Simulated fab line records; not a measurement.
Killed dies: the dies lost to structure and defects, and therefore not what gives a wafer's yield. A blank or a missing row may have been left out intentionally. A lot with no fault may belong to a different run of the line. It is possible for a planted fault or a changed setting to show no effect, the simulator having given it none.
Which tool was responsible? + flow nandHarc + 21 wafers from 7 lots sampled at 5 of the route's 1302 steps

WHAT THE GAUGES SHOWED, per wafer
NHARC_END_SORT_01.
| lot  | measured     | on        | killedAtArray |
|------|--------------|-----------|---------------|
| L680 | day 27 14:31 | prober-02 | 609 612 592   |

TOOL THAT RAN EACH LOT (tool first, then ch and the chambers of the sampled wafers, then the start)
| lot  | NHARC_A_SLIT_DEP_00          | NHARC_A_BONDPAD_PVD_17                 | NHARC_THIN_TSV_ETCH_15          | NHARC_THIN_TSV_CMP_21         |
|------|------------------------------|----------------------------------------|---------------------------------|-------------------------------|
| L680 | aclDep-01 ch 0, day 22 04:43 | -                                      | -                               | -                             |
| L687 | aclDep-02 ch 0, day 24 15:21 | pvdSputter-03, day 29 02:19 or earlier | rieSi-05 ch 1,2, day 29 02:19   | cmp-04 ch 0,2,3, day 29 06:08 |
| L691 | aclDep-01 ch 0, day 25 16:01 | pvdSputter-02, day 29 16:02 or earlier | rieSi-06 ch 0,2,3, day 29 16:02 | cmp-01 ch 1,2,3, day 29 19:35 |
| L690 | aclDep-01 ch 0, day 26 14:11 | pvdSputter-01, day 30 20:21 or earlier | rieSi-05 ch 1,3, day 30 20:21   | cmp-04 ch 0,1,3, day 30 23:56 |
| L694 | aclDep-03 ch 0, day 27 07:48 | pvdSputter-02, day 31 10:07 or earlier | rieSi-06 ch 0,1,2, day 31 10:07 | cmp-02 ch 0,1,2, day 31 13:47 |
| L695 | aclDep-02 ch 0, day 27 21:52 | pvdSputter-02, day 32 04:09 or earlier | rieSi-05 ch 1,3, day 32 04:09   | cmp-04 ch 1,3, day 32 07:37   |
| L699 | aclDep-02 ch 0, day 29 05:35 | pvdSputter-03, day 33 05:53 or earlier | rieSi-05 ch 0,1,2, day 33 05:53 | cmp-04 ch 1,2,3, day 33 09:20 |
- NHARC_A_SLIT_DEP_00: deposits aC, target thk 6200 nm.
- NHARC_A_BONDPAD_PVD_17: deposits TaN, target thk 5 nm, time 8.06 s.
- NHARC_THIN_TSV_ETCH_15: target depth 3000 nm, bosch target overetch cycles 2, bosch etch step 2.8 s.
- NHARC_THIN_TSV_CMP_21: polishes, t overpolish 30 s, target thk 2000 nm.

THE ANSWER, worked out from the rows above alone
Rule: what is usual is taken from the lots themselves. The widest of any qualifying gaps counts: lots, ordered by their means at a reading, are off when they make up no more than a third of the lots, leave a main group of 4 or more, and stand apart from it by 3 or more times the standard deviation of that group's means. A main group whose means are all the same, to the digits that the tables above print for the reading, isn't used. A lot without any number at a reading at which 4 lots or more have one is off too. Any other lot the step has rows for is counted as sound.
Nothing can be told from this: no lot is off at any reading shown.

WHAT WAS PUT IN BY THE SIMULATOR
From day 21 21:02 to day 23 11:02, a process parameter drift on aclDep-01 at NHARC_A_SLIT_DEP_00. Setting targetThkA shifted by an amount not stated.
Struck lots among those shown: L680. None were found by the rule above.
